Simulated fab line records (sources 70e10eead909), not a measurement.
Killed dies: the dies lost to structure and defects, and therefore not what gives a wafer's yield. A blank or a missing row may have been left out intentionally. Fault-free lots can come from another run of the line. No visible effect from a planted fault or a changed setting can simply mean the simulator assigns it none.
fab line records	flow nandHarc
record: lots: 24	wafers: 72	lastDay: 34
route steps=1302 shown A_M1@1192 A_BONDPAD@1204 HYBRID_BOND@1237
lots with no fault: from the same line, run without faults
startH: hours from the record's first day to the start of the lot's first wafer shown	waitH: how many hours have passed since the lot's step before this one	" the same as in the row above	L1.1+2: a single row standing in for several wafers	- no value present, or no start provided	* or withheld: withheld	< > ~ a bound
route shown NAME@n: names a module that has steps shown in the file, with the first one's number in the route	usual: mean/standard deviation taken from wafers without a fault	same: alike in all rows	chamber/n: place in a boat	sites: each site's reading	_std_site: their standard deviation	_edge_site: mean of outer sites minus mean of inner sites	radiusMm: how far each site lies from the wafer's centre	mask NAME#n: copy n	behind: the most recent tool/chamber to have shaped the wafer	hold: reason for holding the lot/hours on hold/outcome of the hold	device: names the non-switching transistor (n, p or np)	end of line: tests run on the same wafers once the route is complete	step lacking rows: just its recipe	killed: count of dies lost to structure and defects at first sort (not the wafer's yield)	map: dies across one wafer; x = killed, . = not, _ = none there
set.NAME: the run value of the setting; set.NAME@STEP: its run value at that earlier step	model.NAME: the simulator's own value behind a step, which no gauge read
the route's steps for a sample of lots (tables are steps, rows are wafers)
services: when a tool's chamber went out of use (startH, in hours from the record's first day, below 0 if earlier), for how many hours, and the reason
== steps ==
step: NHARC_A_M1_PVD_21
recipe: targetThkA: 300	chamberPressurePa: 5	powerW: 5000	substrateTempC: 30	timeS: 20.49	material: Cu
usual: throttleValvePct: 29.6/0.96
lot.wafer	tool	chamber	startH	waitH	throttleValvePct
L074.2	pvdSputter-01	-	-	-	29.1
L074.6	"	-	"	"	29.6
L074.5	"	-	"	"	29.1
L075.4	pvdSputter-01	-	-	-	29.1
L075.3	"	-	"	"	29.4
L075.6	"	-	"	"	29.3
L077.2	pvdSputter-03	-	-	-	30.7
L077.3	"	-	"	"	28.7
L077.5	"	-	"	"	30.9
L078.4	pvdSputter-03	-	-	-	28.8
L078.1	"	-	"	"	30.1
L078.5	"	-	"	"	28.8
L076.3	pvdSputter-01	-	-	-	29.2
L076.4	"	-	"	"	29.3
L076.6	"	-	"	"	29.5
L080.3	pvdSputter-01	-	-	-	29.2
L080.6	"	-	"	"	29.4
L080.5	"	-	"	"	29.3
L079.2	pvdSputter-02	-	-	-	31.2
L079.5	"	-	"	"	29.3
L079.6	"	-	"	"	30.1
L082.1	pvdSputter-03	-	-	-	30.1
L082.4	"	-	"	"	28.8
L082.6	"	-	"	"	30.0
L081.3	pvdSputter-02	-	-	-	31.5
L081.2	"	-	"	"	29.9
L081.5	"	-	"	"	31.4
L084.1	pvdSputter-01	-	-	-	28.5
L084.3	"	-	"	"	28.6
L084.5	"	-	"	"	28.9
L083.1	pvdSputter-02	-	-	-	29.3
L083.6	"	-	"	"	31.4
L083.5	"	-	"	"	31.7
L085.2	pvdSputter-01	-	-	-	28.9
L085.4	"	-	"	"	28.7
L085.6	"	-	"	"	28.6
L086.1	pvdSputter-01	-	-	-	29.0
L086.3	"	-	"	"	29.0
L086.4	"	-	"	"	28.5
L088.1	pvdSputter-03	-	-	-	28.7
L088.2	"	-	"	"	30.9
L088.5	"	-	"	"	29.8
L087.4	pvdSputter-02	-	-	-	30.0
L087.2	"	-	"	"	31.6
L087.6	"	-	"	"	29.9
L089.4	pvdSputter-03	-	-	-	31.1
L089.6	"	-	"	"	29.9
L089.5	"	-	"	"	31.1
L090.4	pvdSputter-03	-	-	-	28.9
L090.1	"	-	"	"	30.0
L090.5	"	-	"	"	30.5
L091.4	pvdSputter-01	-	-	-	28.4
L091.1	"	-	"	"	28.8
L091.5	"	-	"	"	28.3
L093.2	pvdSputter-01	-	-	-	29.0
L093.3	"	-	"	"	28.3
L093.6	"	-	"	"	28.9
L092.2	pvdSputter-01	-	-	-	28.8
L092.1	"	-	"	"	28.5
L092.6	"	-	"	"	28.6
L094.4	pvdSputter-01	-	-	-	28.5
L094.5	"	-	"	"	28.8
L094.6	"	-	"	"	29.0
L095.3	pvdSputter-01	-	-	-	28.7
L095.2	"	-	"	"	29.0
L095.6	"	-	"	"	29.0
L097.4	pvdSputter-02	-	-	-	30.7
L097.3	"	-	"	"	29.8
L097.6	"	-	"	"	29.7
L096.3	pvdSputter-02	-	-	-	29.7
L096.4	"	-	"	"	30.0
L096.5	"	-	"	"	29.8
step: NHARC_A_M1_CMP_23
recipe: tOverpolishS: 20	targetThkNm: 154.34
usual: motorCurrentA: 11.4/0.85	timeToEndpointS: 28.2/2.3
lot.wafer	tool	chamber	startH	waitH	motorCurrentA	timeToEndpointS
L074.2	cmp-02	2	533.22	-	10.6	31.3
L074.6	"	3	"	"	11.2	26.4
L074.5	"	0	"	"	10.9	32.4
L075.3	cmp-01	2	536.22	-	10.3	28.8
L075.4	"	1	"	"	11.9	29.0
L075.6	"	3	"	"	11.2	28.3
L077.3	cmp-01	1	552.79	-	11.4	27.6
L077.2	"	3	"	"	12.2	29.5
L077.5	"	2	"	"	11.1	28.2
L078.1	cmp-02	3	554.50	-	11.0	27.5
L078.4	"	2	"	"	10.6	29.1
L078.5	"	3	"	"	11.1	28.5
L076.3	cmp-01	3	557.35	-	12.1	27.6
L076.4	"	1	"	"	11.9	29.9
L076.6	"	3	"	"	11.4	27.4
L080.3	cmp-02	3	567.81	-	11.0	27.3
L080.5	"	0	"	"	11.8	29.7
L080.6	"	1	"	"	13.5	30.5
L079.2	cmp-04	0	568.75	-	13.3	30.3
L079.5	"	0	"	"	13.7	28.3
L079.6	"	1	"	"	11.0	27.1
L082.4	cmp-02	1	594.96	-	12.6	31.5
L082.1	"	3	"	"	11.7	32.5
L082.6	"	1	"	"	12.6	32.1
L081.3	cmp-02	2	602.61	-	12.0	30.7
L081.2	"	1	"	"	11.8	28.8
L081.5	"	3	"	"	11.5	27.5
L084.1	cmp-01	0	627.86	-	10.4	24.8
L084.3	"	1	"	"	12.3	25.9
L084.5	"	2	"	"	10.6	25.7
L083.1	cmp-01	2	629.06	-	11.4	24.5
L083.5	"	3	"	"	11.4	24.9
L083.6	"	0	"	"	10.8	25.1
L085.2	cmp-01	3	648.20	-	12.0	26.4
L085.4	"	2	"	"	10.5	26.0
L085.6	"	0	"	"	9.9	26.0
L086.4	cmp-01	3	649.34	-	11.8	26.0
L086.1	"	1	"	"	11.8	29.7
L086.3	"	2	"	"	11.0	28.8
L088.2	cmp-04	3	675.41	-	11.6	28.9
L088.1	"	1	"	"	10.6	23.8
L088.5	"	3	"	"	12.0	28.8
L087.4	cmp-01	2	680.60	-	10.3	26.2
L087.2	"	0	"	"	10.5	26.6
L087.6	"	2	"	"	10.9	24.9
L089.4	cmp-01	0	687.84	-	10.1	27.8
L089.5	"	1	"	"	11.5	28.0
L089.6	"	2	"	"	11.3	27.6
L090.4	cmp-04	1	695.67	-	11.1	28.3
L090.1	"	3	"	"	11.1	27.8
L090.5	"	2	"	"	12.3	30.4
L091.1	cmp-01	0	707.06	-	10.5	29.2
L091.4	"	2	"	"	10.8	28.2
L091.5	"	1	"	"	11.9	28.2
L093.2	cmp-01	3	707.94	-	12.2	31.4
L093.3	"	0	"	"	10.5	29.9
L093.6	"	3	"	"	11.6	27.5
L092.2	cmp-04	0	713.15	-	12.9	29.1
L092.1	"	1	"	"	10.8	26.7
L092.6	"	3	"	"	11.2	30.8
L094.4	cmp-01	3	738.30	-	12.2	25.7
L094.5	"	1	"	"	11.7	24.8
L094.6	"	2	"	"	10.8	27.5
L095.2	cmp-01	3	747.82	-	12.1	28.4
L095.3	"	0	"	"	10.4	27.1
L095.6	"	3	"	"	11.9	28.6
L097.4	cmp-04	3	761.70	-	11.3	26.3
L097.3	"	0	"	"	13.0	26.2
L097.6	"	2	"	"	11.9	30.2
L096.3	cmp-04	1	779.00	-	11.3	22.6
L096.4	"	0	"	"	13.6	25.5
L096.5	"	1	"	"	11.3	27.6
step: NHARC_A_M1_PRE_CLEAN_32
recipe: timeS: 12	tempC: 370	rfPowerW: 300	gas: NH3
usual: heaterPowerW: 573/47
lot.wafer	tool	chamber	startH	waitH	heaterPowerW	sinceWetCleanH
L074.2	pecvd-02	1	533.70	0.1	576	112
L074.6	"	2	"	"	659	-
L074.5	"	0	"	"	590	-
L075.3	pecvd-04	1	536.79	0.1	540	73
L075.4	"	2	"	"	555	-
L075.6	"	1	"	"	548	-
L077.3	pecvd-04	2	553.38	0.1	562	90
L077.2	"	0	"	"	538	90
L077.5	"	2	"	"	559	-
L078.1	pecvd-04	2	555.21	0.2	572	92
L078.4	"	2	"	"	552	-
L078.5	"	0	"	"	594	-
L076.3	pecvd-01	2	557.93	0.1	550	53
L076.6	"	0	"	"	643	-
L076.4	"	2	"	"	533	-
L080.3	pecvd-04	2	568.29	0.1	536	105
L080.5	"	0	"	"	541	-
L080.6	"	1	"	"	575	-
L079.2	pecvd-04	2	569.72	0.5	499	106
L079.6	"	0	"	"	567	-
L079.5	"	2	"	"	510	-
L082.1	pecvd-04	1	595.48	0.1	604	132
L082.6	"	0	"	"	611	-
L082.4	"	2	"	"	552	-
L081.3	pecvd-02	1	603.16	0.1	573	0
L081.2	"	2	"	"	628	0
L081.5	"	0	"	"	580	-
L084.1	pecvd-02	0	628.34	0.1	507	26
L084.3	"	1	"	"	494	26
L084.5	"	1	"	"	503	-
L083.1	pecvd-01	1	629.53	0.1	510	124
L083.5	"	1	"	"	520	-
L083.6	"	2	"	"	560	-
L085.2	pecvd-02	1	648.74	0.1	503	46
L085.4	"	1	"	"	500	-
L085.6	"	2	"	"	613	-
L086.1	pecvd-04	1	649.88	0.1	600	5
L086.3	"	2	"	"	488	5
L086.4	"	0	"	"	555	-
L088.1	pecvd-02	0	675.92	0.1	572	73
L088.2	"	1	"	"	577	73
L088.5	"	1	"	"	570	-
L087.2	pecvd-02	0	681.13	0.1	521	78
L087.4	"	2	"	"	587	-
L087.6	"	1	"	"	594	-
L089.6	pecvd-02	2	688.33	0.1	567	-
L089.5	"	0	"	"	539	-
L089.4	"	1	"	"	504	-
L090.1	pecvd-02	2	696.21	0.1	574	94
L090.4	"	0	"	"	567	-
L090.5	"	1	"	"	594	-
L091.1	pecvd-02	0	707.62	0.1	567	105
L091.4	"	2	"	"	660	-
L091.5	"	1	"	"	505	-
L093.3	pecvd-04	2	708.45	0.1	571	64
L093.2	"	0	"	"	553	64
L093.6	"	2	"	"	578	-
L092.2	pecvd-02	2	713.65	0.1	676	111
L092.1	"	0	"	"	535	111
L092.6	"	0	"	"	555	-
L094.6	pecvd-04	2	739.68	0.9	595	-
L094.4	"	0	"	"	498	-
L094.5	"	1	"	"	660	-
L095.2	pecvd-02	2	748.33	0.1	663	146
L095.3	"	1	"	"	567	146
L095.6	"	1	"	"	555	-
L097.3	pecvd-02	1	762.92	0.8	571	160
L097.6	"	0	"	"	575	-
L097.4	"	1	"	"	568	-
L096.3	pecvd-04	1	779.54	0.1	663	135
L096.4	"	1	"	"	666	-
L096.5	"	2	"	"	552	-
step: NHARC_A_M1_DEP_33
recipe: targetThkA: 300	tempC: 370	targetThkNm: 30	pressureTorr: 3	flowSccm: 200	rfW: 450	material: SiCN
usual: heaterPowerW: 518/51
lot.wafer	tool	chamber	startH	waitH	heaterPowerW	sinceWetCleanH
L074.2	pecvd-02	1	533.84	0.1	462	112
L074.6	"	2	"	"	548	-
L074.5	"	0	"	"	513	-
L075.3	pecvd-04	1	536.93	0.1	497	73
L075.4	"	2	"	"	515	-
L075.6	"	1	"	"	498	-
L077.3	pecvd-04	2	553.48	0.1	491	90
L077.2	"	0	"	"	537	90
L077.5	"	2	"	"	513	-
L078.1	pecvd-04	2	555.29	0.1	409	92
L078.4	"	2	"	"	417	-
L078.5	"	0	"	"	467	-
L076.3	pecvd-01	2	558.07	0.1	457	53
L076.6	"	0	"	"	506	-
L076.4	"	2	"	"	464	-
L080.3	pecvd-04	2	568.43	0.1	466	105
L080.5	"	0	"	"	497	-
L080.6	"	1	"	"	535	-
L079.2	pecvd-04	2	569.86	0.1	422	106
L079.6	"	0	"	"	517	-
L079.5	"	2	"	"	401	-
L082.1	pecvd-04	1	595.59	0.1	586	132
L082.6	"	0	"	"	490	-
L082.4	"	2	"	"	427	-
L081.3	pecvd-02	1	603.27	0.1	539	1
L081.2	"	2	"	"	590	1
L081.5	"	0	"	"	458	-
L084.1	pecvd-02	0	628.42	0.1	490	26
L084.3	"	1	"	"	535	26
L084.5	"	1	"	"	548	-
L083.1	pecvd-01	1	629.63	0.1	479	125
L083.5	"	1	"	"	478	-
L083.6	"	2	"	"	438	-
L085.2	pecvd-02	1	648.82	0.1	537	46
L085.4	"	1	"	"	529	-
L085.6	"	2	"	"	621	-
L086.1	pecvd-04	1	649.96	0.1	524	5
L086.3	"	2	"	"	528	5
L086.4	"	0	"	"	488	-
L088.1	pecvd-02	0	676.00	0.1	499	73
L088.2	"	1	"	"	489	73
L088.5	"	1	"	"	498	-
L087.2	pecvd-02	0	681.24	0.1	527	79
L087.4	"	2	"	"	620	-
L087.6	"	1	"	"	521	-
L089.6	pecvd-02	2	688.50	0.2	618	-
L089.5	"	0	"	"	471	-
L089.4	"	1	"	"	542	-
L090.1	pecvd-02	2	696.29	0.1	590	94
L090.4	"	0	"	"	548	-
L090.5	"	1	"	"	557	-
L091.1	pecvd-02	0	707.73	0.1	568	105
L091.4	"	2	"	"	554	-
L091.5	"	1	"	"	507	-
L093.3	pecvd-04	2	708.53	0.1	479	64
L093.2	"	0	"	"	489	64
L093.6	"	2	"	"	497	-
L092.2	pecvd-02	2	713.76	0.1	540	111
L092.1	"	0	"	"	464	111
L092.6	"	0	"	"	463	-
L094.6	pecvd-04	2	739.85	0.2	468	-
L094.4	"	0	"	"	418	-
L094.5	"	1	"	"	512	-
L095.2	pecvd-02	2	748.41	0.1	532	146
L095.3	"	1	"	"	510	146
L095.6	"	1	"	"	527	-
L097.3	pecvd-02	1	763.03	0.1	503	160
L097.6	"	0	"	"	468	-
L097.4	"	1	"	"	507	-
L096.3	pecvd-04	1	779.62	0.1	610	135
L096.4	"	1	"	"	600	-
L096.5	"	2	"	"	549	-
step: NHARC_A_BONDPAD_THK_MEAS_30
recipe: thkMeasGauge: ellipsometry
usual: thkNm: 200.0/1.2
lot.wafer	tool	chamber	startH	waitH	thkNm
L074.2	filmMetro-01	-	534.96	0.2	200.1
L074.5	"	-	"	"	202.7
L074.6	"	-	"	"	197.3
L075.3	filmMetro-01	-	538.06	0.2	201.6
L075.4	"	-	"	"	202.0
L075.6	"	-	"	"	201.1
L077.2	filmMetro-01	-	554.73	0.2	199.3
L077.3	"	-	"	"	199.0
L077.5	"	-	"	"	199.6
L078.1	filmMetro-02	-	556.72	0.2	198.3
L078.4	"	-	"	"	201.4
L078.5	"	-	"	"	199.6
L076.3	filmMetro-01	-	559.19	0.2	200.8
L076.4	"	-	"	"	201.3
L076.6	"	-	"	"	200.3
L080.3	filmMetro-02	-	569.55	0.2	200.3
L080.5	"	-	"	"	200.9
L080.6	"	-	"	"	199.3
L079.2	filmMetro-02	-	570.98	0.2	198.4
L079.5	"	-	"	"	200.1
L079.6	"	-	"	"	199.8
L082.1	filmMetro-02	-	596.90	0.2	198.0
L082.4	"	-	"	"	200.1
L082.6	"	-	"	"	201.0
L081.2	filmMetro-01	-	604.44	0.2	199.9
L081.3	"	-	"	"	201.1
L081.5	"	-	"	"	201.0
L084.1	filmMetro-02	-	629.66	0.2	198.6
L084.3	"	-	"	"	201.2
L084.5	"	-	"	"	202.5
L083.1	filmMetro-02	-	630.79	0.2	199.0
L083.5	"	-	"	"	201.3
L083.6	"	-	"	"	198.6
L085.2	filmMetro-02	-	650.03	0.2	200.7
L085.4	"	-	"	"	198.7
L085.6	"	-	"	"	200.8
L086.1	filmMetro-02	-	651.17	0.1	200.6
L086.3	"	-	"	"	201.8
L086.4	"	-	"	"	200.8
L088.1	filmMetro-02	-	677.21	0.2	200.2
L088.2	"	-	"	"	201.0
L088.5	"	-	"	"	197.8
L087.2	filmMetro-01	-	682.40	0.2	199.1
L087.4	"	-	"	"	201.8
L087.6	"	-	"	"	200.8
L089.4	filmMetro-01	-	689.59	0.2	199.6
L089.5	"	-	"	"	199.0
L089.6	"	-	"	"	202.5
L090.1	filmMetro-01	-	697.49	0.1	200.3
L090.4	"	-	"	"	201.6
L090.5	"	-	"	"	201.5
L091.1	filmMetro-01	-	708.89	0.2	198.0
L091.4	"	-	"	"	202.3
L091.5	"	-	"	"	198.9
L093.2	filmMetro-02	-	709.74	0.2	198.0
L093.3	"	-	"	"	201.7
L093.6	"	-	"	"	197.2
L092.1	filmMetro-02	-	714.93	0.2	199.8
L092.2	"	-	"	"	200.8
L092.6	"	-	"	"	200.7
L094.4	filmMetro-01	-	741.13	0.2	199.0
L094.5	"	-	"	"	200.7
L094.6	"	-	"	"	199.9
L095.2	filmMetro-02	-	749.78	0.2	201.1
L095.3	"	-	"	"	198.4
L095.6	"	-	"	"	200.8
L097.3	filmMetro-01	-	764.22	0.2	200.9
L097.4	"	-	"	"	200.4
L097.6	"	-	"	"	199.0
L096.3	filmMetro-01	-	780.83	0.2	198.1
L096.4	"	-	"	"	198.9
L096.5	"	-	"	"	199.6
step: NHARC_HYBRID_BOND_ACTIVATE_00
recipe: timeS: 60	n2FlowSccm: 200	arFlowSccm: 0	biasPowerW: 0	chemistry: N2
usual: drypumpMotorCurrentA: 5.8/0.36	oesProductAu: 0.996/0.0095	rfVppV: 63.9/0.89	showerheadPlenumPTorr: 1.74/0.086
lot.wafer	tool	chamber	startH	waitH	drypumpMotorCurrentA	oesProductAu	rfHoursCounterH	rfVppV	showerheadPlenumPTorr
L074.2	rieDiel-09	1	538.48	0.1	5.8	1.018	12	63.4	1.90
L074.5	"	2	"	"	6.2	0.998	-	64.1	1.74
L074.6	"	3	"	"	6.0	1.011	-	64.6	1.92
L075.3	rieDiel-04	0	541.47	0.1	5.8	0.999	0	64.2	1.65
L075.4	"	2	"	"	5.5	0.994	0	65.5	1.84
L075.6	"	1	"	"	5.7	0.998	-	64.9	1.76
L077.3	rieDiel-04	3	558.15	0.1	6.3	1.009	2	64.4	1.66
L077.2	"	1	"	"	5.7	1.000	1	64.9	1.76
L077.5	"	3	"	"	6.3	1.000	-	63.3	1.66
L078.1	rieDiel-06	1	560.05	0.1	5.9	0.992	25	64.5	1.79
L078.4	"	2	"	"	5.2	1.001	21	64.5	1.88
L078.5	"	0	"	"	5.8	1.001	-	63.2	1.76
L076.3	rieDiel-09	3	562.48	0.1	6.0	1.016	22	62.9	1.91
L076.4	"	0	"	"	4.9	0.988	21	64.6	1.75
L076.6	"	0	"	"	4.9	0.983	-	64.2	1.75
L080.3	rieDiel-04	3	572.92	0.1	6.3	0.995	2	63.5	1.66
L080.6	"	3	"	"	6.3	1.007	-	63.2	1.66
L080.5	"	0	"	"	5.8	0.993	-	62.8	1.65
L079.2	rieDiel-04	3	574.27	0.1	6.3	0.987	3	62.6	1.66
L079.5	"	2	"	"	5.5	0.998	-	63.9	1.84
L079.6	"	3	"	"	6.3	1.000	-	62.3	1.66
L082.4	rieDiel-04	0	600.35	0.1	5.8	0.981	5	63.4	1.65
L082.1	"	3	"	"	6.3	0.990	5	63.3	1.66
L082.6	"	1	"	"	5.7	0.990	-	64.0	1.76
L081.2	rieDiel-04	3	607.90	0.1	6.3	1.006	6	63.9	1.66
L081.3	"	2	"	"	5.5	0.986	5	64.9	1.84
L081.5	"	0	"	"	5.8	0.993	-	64.8	1.65
L084.1	rieDiel-04	3	633.08	0.1	6.3	0.991	8	64.7	1.66
L084.3	"	0	"	"	5.8	0.996	9	63.5	1.65
L084.5	"	3	"	"	6.3	0.993	-	63.6	1.65
L083.1	rieDiel-09	3	634.11	0.1	6.0	1.019	44	65.9	1.91
L083.6	"	2	"	"	6.2	0.993	-	64.1	1.73
L083.5	"	0	"	"	4.9	0.992	-	63.5	1.74
L085.2	rieDiel-04	0	653.59	0.1	5.8	0.989	11	63.1	1.65
L085.6	"	0	"	"	5.8	0.997	-	64.1	1.65
L085.4	"	1	"	"	5.7	0.993	-	61.6	1.76
L086.3	rieDiel-04	3	654.56	0.1	6.3	1.010	10	61.6	1.65
L086.1	"	1	"	"	5.7	0.996	10	65.2	1.76
L086.4	"	1	"	"	5.7	0.996	-	63.8	1.76
L088.2	rieDiel-04	1	680.59	0.1	5.7	1.001	13	65.3	1.76
L088.1	"	0	"	"	5.7	0.997	14	63.4	1.65
L088.5	"	3	"	"	6.3	1.000	-	64.3	1.65
L087.2	rieDiel-04	0	685.83	0.1	5.8	0.979	14	63.7	1.65
L087.4	"	1	"	"	5.7	0.994	-	64.3	1.76
L087.6	"	3	"	"	6.3	0.993	-	62.1	1.65
L089.6	rieDiel-04	0	692.90	0.1	5.8	0.993	-	64.3	1.65
L089.4	"	1	"	"	5.7	0.987	-	65.5	1.76
L089.5	"	3	"	"	6.3	1.006	-	64.2	1.65
L090.1	rieDiel-04	3	700.77	0.1	6.3	0.987	15	64.0	1.65
L090.4	"	3	"	"	6.3	0.999	-	63.1	1.65
L090.5	"	1	"	"	5.7	0.990	-	63.9	1.76
L091.4	rieDiel-09	1	712.25	0.1	5.8	1.006	13	64.6	1.88
L091.1	"	3	"	"	6.0	0.998	6	64.5	1.90
L091.5	"	2	"	"	6.2	1.001	-	65.9	1.72
L093.3	rieDiel-06	3	713.19	0.1	6.4	1.016	13	62.8	1.70
L093.2	"	0	"	"	5.8	0.993	14	63.3	1.75
L093.6	"	0	"	"	5.8	0.996	-	64.1	1.75
L092.2	rieDiel-04	0	718.45	0.1	5.8	0.980	0	63.4	1.65
L092.1	"	1	"	"	5.8	0.978	0	63.3	1.76
L092.6	"	0	"	"	5.8	0.986	-	62.5	1.65
L094.4	rieDiel-09	3	744.86	0.1	6.0	0.990	14	65.1	1.90
L094.5	"	3	"	"	6.0	0.996	-	65.3	1.90
L094.6	"	0	"	"	4.9	0.990	-	62.1	1.73
L095.3	rieDiel-04	0	753.04	0.1	5.8	0.999	3	62.4	1.65
L095.2	"	3	"	"	6.3	0.998	3	62.7	1.65
L095.6	"	3	"	"	6.3	0.994	-	63.5	1.65
L097.3	rieDiel-04	0	767.67	0.1	5.8	0.987	4	62.0	1.65
L097.4	"	2	"	"	5.5	0.972	1	65.3	1.84
L097.6	"	0	"	"	5.8	0.998	-	63.7	1.64
L096.4	rieDiel-09	3	784.12	0.1	6.0	0.996	26	64.8	1.89
L096.3	"	0	"	"	4.9	0.992	36	64.3	1.73
L096.5	"	2	"	"	6.2	0.994	-	63.8	1.72
== services ==
tool	chamber	startH	hours	kind
cmp-01	-	510.84	0.4	repair
pecvd-04	1	512.93	2.7	repair
rieDiel-04	-	531.90	9.0	pm
cmp-01	-	541.30	0.9	repair
pecvd-02	-	549.54	13.7	repair
pecvd-04	2	573.66	14.5	repair
cmp-01	-	577.50	4.0	pm
pecvd-02	-	589.68	13.0	pm
rieDiel-04	2	592.62	2.7	repair
cmp-01	-	613.34	3.2	repair
rieDiel-04	3	620.02	2.6	repair
pecvd-04	-	631.65	13.0	pm
cmp-01	-	635.97	2.5	repair
rieDiel-04	2	649.77	103.8	repair
cmp-01	-	650.77	0.3	repair
cmp-01	-	675.50	4.0	pm
rieDiel-04	-	689.84	1.3	repair
rieDiel-04	3	694.26	3.5	repair
rieDiel-04	-	708.90	9.0	pm
cmp-01	-	745.39	1.5	repair
cmp-01	-	759.40	4.2	repair
pecvd-02	-	770.73	13.0	pm
cmp-01	-	773.50	4.0	pm
cmp-01	-	778.15	6.2	repair
== key ==
fault none
